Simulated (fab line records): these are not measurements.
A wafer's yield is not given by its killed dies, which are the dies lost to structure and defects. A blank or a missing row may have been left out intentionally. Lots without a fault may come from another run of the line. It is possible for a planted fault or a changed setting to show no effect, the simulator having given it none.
Which tool did it? | flow nandHarc | 12 lots, 36 wafers sampled, at 1 step of a route of 1159

## WHAT EACH GAUGE READ, for each wafer
NHARC_A_ONON_D1_THK_MEAS_30: measures by ellipsometry.
lot  | measured     | on           | thkNm (nm)
L075 | day 8 10:08  | filmMetro-02 | 979 979 978
L077 | day 8 10:22  | filmMetro-02 | 1006 1005 1006
L079 | day 8 19:53  | filmMetro-02 | 994 993 997
L080 | day 9 13:22  | filmMetro-01 | 1014 1012 1015
L083 | day 10 17:01 | filmMetro-02 | 982 982 983
L085 | day 11 06:24 | filmMetro-02 | 1012 1012 1012
L086 | day 11 06:44 | filmMetro-02 | 1002 1002 1003
L090 | day 11 23:35 | filmMetro-02 | 994 997 997
L093 | day 12 04:45 | filmMetro-01 | 999 999 1001
L092 | day 12 09:20 | filmMetro-02 | 995 998 999
L095 | day 13 08:56 | filmMetro-01 | 1002 1003 1002
L094 | day 13 09:18 | filmMetro-02 | 1021 1020 1019

## WHAT TOOL EACH LOT RAN ON (gives the tool, then ch and the chambers of the sampled wafers, and finally the start)
Record: no process step prior to these readings.

## THE ANSWER, worked out from the rows above alone
Rule: the lots themselves supply what counts as usual. The widest of any qualifying gaps counts: lots, ordered by their means at a reading, are off when they make up no more than a third of the lots, leave a main group of 4 or more, and stand apart from it by 3 or more times the standard deviation of that group's means. The tables above print the reading to a certain number of digits; a main group whose means all agree to those digits is not used. Also off: a lot with no number at a reading for which 4 or more lots have one. The other lots that the step has rows for count as sound.
None of the lots is off at any reading shown; this tells nothing.

## WHAT THE SIMULATOR HAD PUT IN
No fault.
